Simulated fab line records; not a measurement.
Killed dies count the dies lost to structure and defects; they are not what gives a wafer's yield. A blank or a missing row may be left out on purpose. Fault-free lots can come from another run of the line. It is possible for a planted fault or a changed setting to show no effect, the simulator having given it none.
fab line records ; flow nand_harc
record lots=6; wafers=16; last_day=27
route steps=1159 shown A_STAIRCASE@551 END@1159
lots that met no fault: taken from a fault-free run of the same line
start_h: the number of hours between the record's first day and the start of the first shown wafer of the lot ; wait_h: time in hours since the lot's previous step ; " unchanged from the row above ; L1.1+2: one row covering several wafers at once ; - no value, or no start given ; * or withheld: withheld ; < > ~ a bound
route shown NAME@n: NAME is a module with steps in the file, n the number in the route of the first one ; usual: average and standard deviation across the fault-free wafers ; same: alike in all rows ; chamber/n: place in a boat ; sites: per-site readings ; _std_site: the values' standard deviation ; _edge_site: mean of outer sites minus mean of inner sites ; radius_mm: how far each site lies from the wafer's centre ; mask NAME#n: copy n ; behind: the last tool/chamber to shape the wafer ; hold: what put the lot on hold/how long, in hours/how the hold closed ; device: the n, p or np transistor that did not switch ; end of line: tests run on the same wafers once the route is complete ; for a step that has no rows: nothing shown but its recipe ; killed: at the first sort, the dies lost to defects and structure; wafer yield is something else ; map: per-die view of a wafer (x killed, . not killed, _ where there is no die)
set.NAME: the setting the step ran with; set.NAME@STEP: the setting that earlier step ran with ; model.NAME: the simulator's own value behind a step, which no gauge read
lots seen at some steps along the route; tables by step, rows by wafer
services: from which hour (start_h, from the record's first day; less than 0 if before it) a tool's chamber was out of use, for how many hours, and why
## steps
# step NHARC_A_STAIRCASE_ETCH_15
# recipe target_depth_a=1000; time_s=40.5; ion_energy_ev=400; c4f8_flow_sccm=20; o2_flow_sccm=10; ar_flow_sccm=withheld; rf_w=600; bias_w=1000; chemistry=C4F8/O2
# step NHARC_A_STAIRCASE_TRIM_16
# recipe time_s=211.2; o2_flow_sccm=500; ar_flow_sccm=0; bias_w=0; chemistry=O2
# step NHARC_A_STAIRCASE_ETCH_17
# recipe target_depth_a=1000; time_s=40.5; ion_energy_ev=400; c4f8_flow_sccm=20; o2_flow_sccm=10; ar_flow_sccm=withheld; rf_w=600; bias_w=1000; chemistry=C4F8/O2
# usual oes_product_au=0.935/0.012; rf_vpp_V=897/5.6
lot.wafer;tool;chamber;start_h;wait_h;oes_product_au;rf_hours_counter_h;rf_vpp_V
L821.3;rie_diel-11;3;-;-;0.929;26;898
L821.2;rie_diel-11;0;-;-;0.942;26;906
L821.4;rie_diel-11;1;-;-;0.952;20;900
L826.2;rie_diel-04;0;-;-;0.930;9;892
L826.3;rie_diel-04;1;-;-;0.934;8;898
L826.1;rie_diel-04;2;-;-;0.947;5;898
L835.3;rie_diel-11;0;-;-;0.930;46;905
L835.6;rie_diel-11;1;-;-;0.942;-;900
L835.5;rie_diel-11;2;-;-;0.915;-;887
L837.5;rie_diel-11;0;-;-;0.943;-;904
L839.3;rie_diel-04;2;-;-;0.947;18;898
L839.4;rie_diel-04;0;-;-;0.933;24;892
L839.5;rie_diel-04;2;-;-;0.938;-;897
L840.3;rie_diel-11;1;-;-;0.920;45;901
L840.4;rie_diel-11;3;-;-;0.915;57;899
L840.5;rie_diel-11;1;-;-;0.941;-;900
# step NHARC_A_STAIRCASE_TRIM_18
# recipe time_s=211.2; o2_flow_sccm=500; ar_flow_sccm=0; bias_w=0; chemistry=O2
# step NHARC_A_STAIRCASE_ETCH_19
# recipe target_depth_a=1000; time_s=40.5; ion_energy_ev=400; c4f8_flow_sccm=20; o2_flow_sccm=10; ar_flow_sccm=withheld; rf_w=600; bias_w=1000; chemistry=C4F8/O2
# usual oes_product_au=0.936/0.012; rf_vpp_V=898/5.6
lot.wafer;tool;chamber;start_h;wait_h;oes_product_au;rf_hours_counter_h;rf_vpp_V
L821.2;rie_diel-11;2;-;-;0.913;26;888
L821.3;rie_diel-11;3;-;-;0.922;27;898
L821.4;rie_diel-11;1;-;-;0.935;20;900
L826.2;rie_diel-04;3;-;-;0.928;9;905
L826.1;rie_diel-04;1;-;-;0.929;9;898
L826.3;rie_diel-04;2;-;-;0.943;6;900
L835.3;rie_diel-11;3;-;-;0.947;46;899
L835.6;rie_diel-11;0;-;-;0.948;-;904
L835.5;rie_diel-11;1;-;-;0.941;-;900
L839.3;rie_diel-04;0;-;-;0.940;24;891
L839.4;rie_diel-04;2;-;-;0.949;19;898
L839.5;rie_diel-04;1;-;-;0.941;-;899
L837.5;rie_diel-11;1;-;-;0.942;-;901
L840.4;rie_diel-11;3;-;-;0.923;57;897
L840.3;rie_diel-11;1;-;-;0.935;46;899
L840.5;rie_diel-11;2;-;-;0.912;-;889
# step NHARC_A_STAIRCASE_TRIM_20
# recipe time_s=211.2; o2_flow_sccm=500; ar_flow_sccm=0; bias_w=0; chemistry=O2
# usual drypump_motor_current_A=5.8/0.51; oes_product_au=1.002/0.0087; rf_vpp_V=57.9/0.78; run_length_s=232.6/0.37; showerhead_plenum_p_Torr=3.56/0.14; throttle_valve_pct=17.036/0.0092
lot.wafer;tool;chamber;start_h;wait_h;drypump_motor_current_A;oes_product_au;rf_hours_counter_h;rf_vpp_V;run_length_s;showerhead_plenum_p_Torr;throttle_valve_pct
L821.3;rie_diel-04;1;303.98;0.2;5.4;1.006;3;58.9;232.5;3.59;17.044
L821.2;rie_diel-04;2;303.98;0.2;6.4;1.003;0;57.7;232.3;3.58;17.038
L821.4;rie_diel-04;3;303.98;0.2;5.1;0.989;3;57.3;232.9;3.78;17.038
L826.3;rie_diel-04;0;314.94;0.1;6.4;1.006;9;56.4;232.4;3.41;17.034
L826.1;rie_diel-04;1;314.94;0.1;5.4;1.002;9;57.7;232.5;3.59;17.028
L826.2;rie_diel-04;2;314.94;0.1;6.5;1.009;6;59.0;233.0;3.58;17.040
L835.3;rie_diel-04;3;333.58;0.1;5.1;0.987;21;56.9;233.0;3.77;17.043
L835.6;rie_diel-04;2;333.58;0.1;6.4;1.006;-;57.2;232.5;3.57;17.044
L835.5;rie_diel-04;3;333.58;0.1;5.1;0.992;-;59.2;232.5;3.77;17.038
L839.3;rie_diel-11;3;336.82;0.2;5.4;0.992;48;57.7;233.6;3.59;17.031
L839.4;rie_diel-11;0;336.82;0.2;6.1;1.003;49;58.0;232.9;3.78;17.039
L839.5;rie_diel-11;3;336.82;0.2;5.3;0.996;-;58.4;233.2;3.59;17.036
L837.5;rie_diel-04;1;336.83;0.2;5.4;1.003;-;58.5;233.2;3.58;17.036
L840.3;rie_diel-05;0;350.68;0.1;5.3;0.992;0;57.4;232.5;3.54;17.052
L840.4;rie_diel-05;1;350.68;0.1;6.1;1.003;0;56.8;233.0;3.46;17.025
L840.5;rie_diel-05;2;350.68;0.1;6.4;0.988;-;58.5;232.4;3.66;17.047
# step NHARC_A_STAIRCASE_ETCH_21
# recipe target_depth_a=1000; time_s=40.5; ion_energy_ev=400; c4f8_flow_sccm=20; o2_flow_sccm=10; ar_flow_sccm=withheld; rf_w=600; bias_w=1000; chemistry=C4F8/O2
# step NHARC_A_STAIRCASE_TRIM_22
# recipe time_s=211.2; o2_flow_sccm=500; ar_flow_sccm=0; bias_w=0; chemistry=O2
# usual drypump_motor_current_A=5.8/0.5; oes_product_au=1.001/0.0088; rf_vpp_V=57.7/0.88; run_length_s=232.6/0.41; showerhead_plenum_p_Torr=3.55/0.14; throttle_valve_pct=17.037/0.0096
lot.wafer;tool;chamber;start_h;wait_h;drypump_motor_current_A;oes_product_au;rf_hours_counter_h;rf_vpp_V;run_length_s;showerhead_plenum_p_Torr;throttle_valve_pct
L821.4;rie_diel-04;0;-;-;6.5;1.005;3;58.2;232.3;3.41;17.045
L821.3;rie_diel-04;1;-;-;5.4;1.002;3;56.8;232.7;3.59;17.032
L821.2;rie_diel-04;3;-;-;5.1;0.993;3;57.4;232.6;3.78;17.024
L826.3;rie_diel-04;0;-;-;6.5;1.009;10;57.7;232.3;3.41;17.032
L826.1;rie_diel-04;1;-;-;5.4;1.005;9;57.5;233.0;3.59;17.041
L826.2;rie_diel-04;2;-;-;6.4;0.998;7;58.6;232.2;3.58;17.037
L835.3;rie_diel-04;1;-;-;5.4;0.994;21;57.9;233.2;3.58;17.039
L835.5;rie_diel-04;1;-;-;5.4;0.999;-;58.7;233.1;3.58;17.035
L835.6;rie_diel-04;2;-;-;6.5;1.011;-;59.3;232.5;3.57;17.040
L837.5;rie_diel-04;3;-;-;5.1;1.005;-;57.4;232.6;3.77;17.030
L839.4;rie_diel-11;3;-;-;5.3;0.990;48;57.9;233.3;3.59;17.031
L839.3;rie_diel-11;1;-;-;5.8;0.998;36;60.0;232.2;3.64;17.029
L839.5;rie_diel-11;3;-;-;5.3;0.991;-;58.2;233.3;3.59;17.034
L840.3;rie_diel-05;3;-;-;5.5;0.997;0;55.9;232.1;3.39;17.028
L840.4;rie_diel-05;1;-;-;6.1;1.003;1;57.0;232.8;3.46;17.041
L840.5;rie_diel-05;3;-;-;5.5;1.005;-;56.9;232.6;3.39;17.030
# step NHARC_A_STAIRCASE_ETCH_23
# recipe target_depth_a=1000; time_s=40.5; ion_energy_ev=400; c4f8_flow_sccm=20; o2_flow_sccm=10; ar_flow_sccm=withheld; rf_w=600; bias_w=1000; chemistry=C4F8/O2
# step NHARC_A_STAIRCASE_TRIM_24
# recipe time_s=211.2; o2_flow_sccm=500; ar_flow_sccm=0; bias_w=0; chemistry=O2
# usual drypump_motor_current_A=5.8/0.5; oes_product_au=1.002/0.0095; rf_vpp_V=57.8/0.82; run_length_s=232.6/0.4; showerhead_plenum_p_Torr=3.55/0.13; throttle_valve_pct=17.037/0.0092
lot.wafer;tool;chamber;start_h;wait_h;drypump_motor_current_A;oes_product_au;rf_hours_counter_h;rf_vpp_V;run_length_s;showerhead_plenum_p_Torr;throttle_valve_pct
L821.4;rie_diel-04;0;-;-;6.4;1.012;4;55.5;232.2;3.41;17.032
L821.2;rie_diel-04;2;-;-;6.4;1.012;1;57.2;232.5;3.58;17.056
L821.3;rie_diel-04;3;-;-;5.1;0.996;4;59.1;232.6;3.78;17.031
L826.3;rie_diel-04;0;-;-;6.5;1.015;10;56.2;232.4;3.41;17.030
L826.2;rie_diel-04;2;-;-;6.4;1.007;7;58.4;232.2;3.58;17.033
L826.1;rie_diel-04;3;-;-;5.1;0.994;10;59.1;232.4;3.78;17.029
L835.3;rie_diel-04;1;-;-;5.4;0.998;21;57.5;232.6;3.58;17.058
L835.6;rie_diel-04;1;-;-;5.4;1.017;-;56.8;232.6;3.58;17.033
L835.5;rie_diel-04;2;-;-;6.4;1.018;-;56.9;232.3;3.57;17.031
L837.5;rie_diel-04;2;-;-;6.4;1.001;-;57.6;232.5;3.57;17.040
L839.3;rie_diel-11;2;-;-;5.9;0.988;45;57.6;231.6;3.31;17.042
L839.4;rie_diel-11;1;-;-;5.8;1.011;37;58.7;232.2;3.64;17.050
L839.5;rie_diel-11;2;-;-;5.8;0.983;-;58.5;231.7;3.31;17.022
L840.4;rie_diel-05;3;-;-;5.5;0.987;1;55.9;232.5;3.39;17.046
L840.3;rie_diel-05;1;-;-;6.1;0.995;1;57.3;233.1;3.46;17.051
L840.5;rie_diel-05;3;-;-;5.5;0.989;-;57.5;232.7;3.39;17.031
# step NHARC_A_STAIRCASE_ETCH_25
# recipe target_depth_a=1000; time_s=40.5; ion_energy_ev=400; c4f8_flow_sccm=20; o2_flow_sccm=10; ar_flow_sccm=withheld; rf_w=600; bias_w=1000; chemistry=C4F8/O2
# step NHARC_A_STAIRCASE_TRIM_26
# recipe time_s=211.2; o2_flow_sccm=500; ar_flow_sccm=0; bias_w=0; chemistry=O2
# usual drypump_motor_current_A=5.8/0.51; oes_product_au=1.001/0.0097; rf_vpp_V=57.9/0.93; run_length_s=232.5/0.39; showerhead_plenum_p_Torr=3.56/0.15; throttle_valve_pct=17.036/0.0083
lot.wafer;tool;chamber;start_h;wait_h;drypump_motor_current_A;oes_product_au;rf_hours_counter_h;rf_vpp_V;run_length_s;showerhead_plenum_p_Torr;throttle_valve_pct
L821.2;rie_diel-04;3;304.98;-;5.1;0.988;4;57.5;232.6;3.78;17.036
L821.3;rie_diel-04;0;304.98;-;6.4;1.006;4;58.5;232.3;3.41;17.039
L821.4;rie_diel-04;1;304.98;-;5.4;1.011;4;56.9;232.6;3.59;17.028
L826.3;rie_diel-04;0;315.85;-;6.4;1.010;10;56.3;232.6;3.41;17.042
L826.1;rie_diel-04;1;315.85;-;5.4;1.004;10;58.9;232.6;3.59;17.046
L826.2;rie_diel-04;2;315.85;-;6.4;1.001;7;59.9;232.3;3.58;17.027
L835.3;rie_diel-04;3;334.48;-;5.1;0.997;22;58.7;233.0;3.77;17.033
L835.5;rie_diel-04;3;334.48;-;5.1;0.997;-;58.4;232.7;3.77;17.052
L835.6;rie_diel-04;0;334.48;-;6.4;1.009;-;55.9;149.6;3.40;17.017
L837.5;rie_diel-04;0;337.94;-;6.4;0.996;-;56.6;150.0;3.40;17.026
L839.4;rie_diel-11;1;338.77;-;5.9;1.000;37;58.4;232.3;3.64;17.039
L839.3;rie_diel-11;2;338.77;-;5.9;0.979;45;57.9;231.5;3.31;17.050
L839.5;rie_diel-11;1;338.77;-;5.9;1.002;-;57.7;232.3;3.64;17.042
L840.4;rie_diel-05;1;351.73;-;6.1;1.007;1;57.5;232.8;3.46;17.027
L840.3;rie_diel-05;2;351.73;-;6.4;0.998;1;57.9;232.9;3.66;17.037
L840.5;rie_diel-05;2;351.73;-;6.4;0.997;-;60.1;232.1;3.66;17.042
# step NHARC_A_STAIRCASE_ETCH_27
# recipe target_depth_a=1000; time_s=40.5; ion_energy_ev=400; c4f8_flow_sccm=20; o2_flow_sccm=10; ar_flow_sccm=withheld; rf_w=600; bias_w=1000; chemistry=C4F8/O2
# step NHARC_END_SORT_01
# recipe temp_c=25
# usual killed_at_array=29/11; killed_at_other=0.5/0.85; killed_at_periphery=3.0/2.3; killed_dies=33/12; killed_open=3.3/1.9; killed_short=2.0/1.5
# same gross_dies=677
lot.wafer;tool;chamber;start_h;wait_h;hold;killed_at_array;killed_at_other;killed_at_periphery;killed_dies;killed_open;killed_short
L821.2;prober-01;0;573.00;2.8;-;27;0;2;29;5;1
L821.3;prober-01;0;573.80;3.1;-;33;1;1;35;5;6
L821.4;prober-01;0;574.59;3.4;-;31;1;0;32;1;3
L826.1;prober-02;0;599.70;2.5;-;22;1;4;27;8;6
L826.2;prober-02;0;600.51;2.8;-;20;0;6;26;4;2
L826.3;prober-02;0;601.32;3.1;-;14;0;8;22;4;2
L835.3;prober-01;0;620.26;3.1;await_dispo/6.1h/release;27;1;4;32;2;2
L835.5;prober-01;0;621.87;3.7;await_dispo/6.1h/release;38;1;1;40;2;2
L835.6;prober-01;0;622.67;4.0;await_dispo/6.1h/release;673;0;2;675;0;2
L840.3;prober-02;0;632.52;3.1;-;33;1;5;39;4;1
L840.4;prober-02;0;633.31;3.4;-;39;1;3;43;3;1
L840.5;prober-02;0;634.11;3.7;-;33;0;3;36;2;2
L839.3;prober-02;0;640.28;3.1;-;17;0;2;19;3;4
L839.4;prober-02;0;641.09;3.4;-;17;0;1;18;3;3
L839.5;prober-02;0;641.89;3.7;-;20;0;5;25;4;1
L837.5;prober-01;0;653.18;3.7;await_dispo/2.4h/release;671;0;3;674;6;4
# killed by level:class
L821.2 A_SLIT:chamber_film_flake=12 A_CONTACT:chamber_film_flake=4 A_ZERO_WELL:chamber_film_flake=3 A_ONON_D1:geometric_particle:open=2 A_CHANNEL_HOLE_D1:chamber_film_flake=2 P_CONTACT:geometric_particle:short=1 P_M1:geometric_particle:open=1 A_CONTACT:geometric_particle:open=1
L821.3 A_SLIT:chamber_film_flake=16 A_CONTACT:geometric_particle:open=3 A_CONTACT:chamber_film_flake=3 A_WL_FILL:geometric_particle:short=2 A_ZERO_WELL:chamber_film_flake=2 A_CHANNEL_HOLE_D1:chamber_film_flake=2 A_ONON_D1:geometric_particle:short=1 A_CHANNEL_HOLE_D1:geometric_particle:open=1
L821.4 A_SLIT:chamber_film_flake=10 A_CONTACT:chamber_film_flake=7 A_CHANNEL_HOLE_D1:chamber_film_flake=4 A_WL_FILL:chamber_film_flake=4 A_ONON_D1:geometric_particle:short=2 A_STAIRCASE:chamber_film_flake=2 A_CHANNEL_FILL_D1:geometric_particle:short=1 A_CONTACT:geometric_particle:open=1
L826.1 A_CONTACT:chamber_film_flake=5 A_SGD_CUT:chamber_film_flake=4 A_CHANNEL_FILL_D1:geometric_particle:open=3 A_CHANNEL_FILL_D1:geometric_particle:short=2 A_CONTACT:geometric_particle:short=2 A_M0:geometric_particle:open=2 P_M1:chamber_film_flake=2 P_ZERO_WELL:geometric_particle:short=1
L826.2 A_CHANNEL_HOLE_D1:chamber_film_flake=7 A_CONTACT:chamber_film_flake=4 A_CONTACT:geometric_particle:open=3 P_ZERO_WELL:chamber_film_flake=2 P_M1:chamber_film_flake=2 P_BONDPAD:chamber_film_flake=2 A_CHANNEL_FILL_D1:chamber_film_flake=2 A_WL_FILL:geometric_particle:short=1
L826.3 A_CHANNEL_HOLE_D1:chamber_film_flake=5 A_STAIRCASE:chamber_film_flake=3 P_ZERO_WELL:chamber_film_flake=2 P_BONDPAD:chamber_film_flake=2 A_CONTACT:chamber_film_flake=2 P_CONTACT:geometric_particle:open=1 P_M0:geometric_particle:short=1 P_M0:geometric_particle:open=1
L835.3 A_SLIT:chamber_film_flake=12 A_CHANNEL_HOLE_D1:chamber_film_flake=8 A_M0:chamber_film_flake=3 P_STI:chamber_film_flake=2 P_CONTACT:geometric_particle:open=1 A_ONON_D1:geometric_particle:short=1 A_CONTACT:geometric_particle:open=1 P_ZERO_WELL:chamber_film_flake=1
L835.5 A_SLIT:chamber_film_flake=14 A_CHANNEL_HOLE_D1:chamber_film_flake=11 A_M0:chamber_film_flake=4 A_ZERO_WELL:chamber_film_flake=2 A_STAIRCASE:chamber_film_flake=2 A_CHANNEL_HOLE_D1:geometric_particle:short=1 A_WL_FILL:geometric_particle:short=1 A_WL_FILL:geometric_particle:open=1
L835.6 A_STAIRCASE:area_trim=643 A_SLIT:chamber_film_flake=16 A_CHANNEL_HOLE_D1:chamber_film_flake=8 A_STAIRCASE:chamber_film_flake=2 A_WL_FILL:chamber_film_flake=2 A_CHANNEL_HOLE_D1:geometric_particle:short=1 A_WL_FILL:geometric_particle:short=1 P_STI:chamber_film_flake=1
L840.3 A_CHANNEL_HOLE_D1:chamber_film_flake=15 A_CONTACT:chamber_film_flake=7 A_STAIRCASE:chamber_film_flake=6 P_GATE:geometric_particle:open=2 P_M0:chamber_film_flake=2 A_WL_FILL:chamber_film_flake=2 P_CONTACT:geometric_particle:open=1 A_CHANNEL_FILL_D1:geometric_particle:open=1
L840.4 A_CHANNEL_HOLE_D1:chamber_film_flake=27 A_STAIRCASE:chamber_film_flake=5 A_CONTACT:chamber_film_flake=3 P_M0:geometric_particle:open=1 A_WL_FILL:geometric_particle:short=1 A_M0:geometric_particle:open=1 STARTING-WAFER:geometric_particle:open=1 P_ZERO_WELL:chamber_film_flake=1
L840.5 A_CHANNEL_HOLE_D1:chamber_film_flake=20 A_STAIRCASE:chamber_film_flake=5 A_WL_FILL:chamber_film_flake=2 A_CONTACT:chamber_film_flake=2 P_CONTACT:geometric_particle:open=1 P_M0:geometric_particle:open=1 A_CHANNEL_HOLE_D1:geometric_particle:short=1 A_CHANNEL_FILL_D1:geometric_particle:short=1
L839.3 A_STAIRCASE:chamber_film_flake=5 A_ONON_D1:geometric_particle:open=2 A_WL_FILL:geometric_particle:short=2 A_CHANNEL_HOLE_D1:chamber_film_flake=2 A_BONDPAD:chamber_film_flake=2 P_M1:geometric_particle:short=1 A_SOURCE_PLATE:geometric_particle:open=1 A_ONON_D1:geometric_particle:short=1
L839.4 A_CHANNEL_HOLE_D1:chamber_film_flake=6 A_BONDPAD:chamber_film_flake=3 P_M2:geometric_particle:open=1 A_ONON_D1:geometric_particle:open=1 A_STAIRCASE:geometric_particle:short=1 A_WL_FILL:geometric_particle:short=1 A_M0:geometric_particle:short=1 A_M1:geometric_particle:open=1
L839.5 A_CHANNEL_HOLE_D1:chamber_film_flake=7 A_BONDPAD:chamber_film_flake=7 A_BLC:chamber_film_flake=3 P_GATE:geometric_particle:open=2 P_M0:geometric_particle:open=1 A_WL_FILL:geometric_particle:short=1 A_BLC:geometric_particle:open=1 P_STI:chamber_film_flake=1
L837.5 A_STAIRCASE:area_trim=635 A_CHANNEL_HOLE_D1:chamber_film_flake=22 A_STAIRCASE:chamber_film_flake=5 P_CONTACT:geometric_particle:open=2 A_CONTACT:geometric_particle:short=2 P_M0:geometric_particle:short=1 A_CHANNEL_FILL_D1:geometric_particle:open=1 A_STAIRCASE:geometric_particle:short=1
# map L835.6 (x killed, . not)
____________x____________
_________xxxxxxx_________
_______xxxxxxxxxxx_______
______xxxxxxxxxxxxx______
_____xxxxxxxxxxxxxxx_____
____xxxxxxxxxxxxxxxxx____
____xxxxxxxxxxxxxxxxx____
___xxxxxxxxxxxxxxxxxxx___
___xxxxxxxxxxxxxxxxxxx___
__xxxxxxxxxxxxxxxxxxxxx__
__xxxxxxxxxxxxxxxxxxxxx__
_xxxxxxxxxxxxxxxxxxxxxxx_
_xxxxxxxxxxxxxxxxxxxxxxx_
_xxxxxxxxxxxxxxxxxxxxxxx_
_xxxxxxxxxxxxxxxxxxxxxxx_
_xxxxxxxxxxxxxxxxxxxxxxx_
xxxxxxxxxxxxxxxxxxxxxx.xx
xxxxxxxxxxxxxxxxxxxxxxxxx
xxxxxxxxxxxxxxxxxxxxxxxxx
xxxxxxxxxxxxxxxxxxxxxxxxx
xxxxxxxxxxxxxxxxxxxxxxxxx
_xxxxxxxxxxxxxxxxxxxxx.x_
_xxxxxxxxxxxxxxxxxxxxxxx_
_xxxxxxxxxxxxxxxxxxxxxxx_
_xxxxxxxxxxxxxxxxxxxxxxx_
_xxxxxxxxxxxxxxxxxxxxxxx_
__xxxxxxxxxxxxxxxxxxxxx__
__xxxxxxxxxxxxxxxxxxxxx__
___xxxxxxxxxxxxxxxxxxx___
___xxxxxxxxxxxxxxxxxxx___
____xxxxxxxxxxxxxxxxx____
____xxxxxxxxxxxxxxxxx____
_____xxxxxxxxxxxxxxx_____
______xxxxxxxxxxxxx______
_______xxxxxxxxxxx_______
_________xxxxxxx_________
____________x____________
# map L837.5 (x killed, . not)
____________x____________
_________xxxxxxx_________
_______xxxxxxxxxxx_______
______xxxxxxxxxxxxx______
_____xxxxxxxxxxxxxxx_____
____xxxxxxxxxxxxxxxxx____
____xxxxxxxxxxxxxxxxx____
___xxxxxxxxxxxxxxxxxxx___
___xxxxxxxxxxxxxxxxxxx___
__xxx.xxxxxxxxxxxxxxxxx__
__xxxxxxxxxxxxxxxxxxxxx__
_xxxxxxxxxxxxxxxxxxxxxxx_
_xxxx.xxxxxxxxxxxxxxxxxx_
_xxxxxxx.xxxxxxxxxxxxxxx_
_xxxxxxxxxxxxxxxxxxxxxxx_
_xxxxxxxxxxxxxxxxxxxxxxx_
xxxxxxxxxxxxxxxxxxxxxxxxx
xxxxxxxxxxxxxxxxxxxxxxxxx
xxxxxxxxxxxxxxxxxxxxxxxxx
xxxxxxxxxxxxxxxxxxxxxxxxx
xxxxxxxxxxxxxxxxxxxxxxxxx
_xxxxxxxxxxxxxxxxxxxxxxx_
_xxxxxxxxxxxxxxxxxxxxxxx_
_xxxxxxxxxxxxxxxxxxxxxxx_
_xxxxxxxxxxxxxxxxxxxxxxx_
_xxxxxxxxxxxxxxxxxxxxxxx_
__xxxxxxxxxxxxxxxxxxxxx__
__xxxxxxxxxxxxxxxxxxxxx__
___xxxxxxxxxxxxxxxxxxx___
___xxxxxxxxxxxxxxxxxxx___
____xxxxxxxxxxxxxxxxx____
____xxxxxxxxxxxxxxxxx____
_____xxxxxxxxxxxxxxx_____
______xxxxxxxxxxxxx______
_______xxxxxxxxxxx_______
_________xxxxxxx_________
____________x____________
## services
tool;chamber;start_h;hours;kind
rie_diel-04;-;289.00;9.0;pm
rie_diel-04;0;289.00;9.0;vent_cycle
rie_diel-04;1;289.00;9.0;vent_cycle
rie_diel-04;2;289.00;14.0;vent_cycle
rie_diel-04;3;289.00;9.0;vent_cycle
rie_diel-11;0;296.68;-;clean
rie_diel-11;1;296.68;-;clean
rie_diel-11;2;296.68;-;clean
rie_diel-11;3;296.68;-;clean
rie_diel-04;0;298.00;-;clean
rie_diel-04;1;298.00;-;clean
rie_diel-04;3;298.00;-;clean
rie_diel-05;1;303.01;3.9;repair
rie_diel-11;1;307.64;8.5;repair
rie_diel-11;0;321.24;-;clean
rie_diel-04;0;322.52;-;clean
rie_diel-04;1;322.52;-;clean
rie_diel-04;2;322.52;-;clean
rie_diel-04;3;322.52;-;clean
rie_diel-05;-;341.18;9.0;pm
rie_diel-04;0;347.35;-;clean
rie_diel-04;1;347.35;-;clean
rie_diel-04;2;347.35;-;clean
rie_diel-04;3;347.35;-;clean
## key
first_sign step=NHARC_A_STAIRCASE_TRIM_26; reading=run_length_s; direction=down; sigmas=99+; usual=*; struck=*
effect step=NHARC_END_SORT_01; reading=killed_at_array; direction=up; sigmas=59; usual=29; struck=672
more_kills_born_at NHARC_A_STAIRCASE_TRIM_26@rie_diel-04=1278
met_at NHARC_A_STAIRCASE_TRIM_26
struck_wafers L835.6,L837.5
later_rows_left_out L835.6,L837.5
tester_left_out L835,L837
onset_between 315.85 334.48
fault kind=process_parameter_drift; tool=rie_diel-04; chamber=0; onset_h=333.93; steps=NHARC_A_STAIRCASE_TRIM_26; channel=time_s; offset=*; shape=step; end_h=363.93; acts_in=*; stated=*
# tester_left_out: of these lots the tester's yield and bins aren't shown, on N5 and GAA mostly nor the transistor test; their killed dies are dies lost to structure and defects alone, not to doping, threshold or leakage, so they don't give the yield
# later_rows_left_out: the simulator's readings of these wafers behind a module that went badly wrong aren't trusted and aren't shown, but for the sort
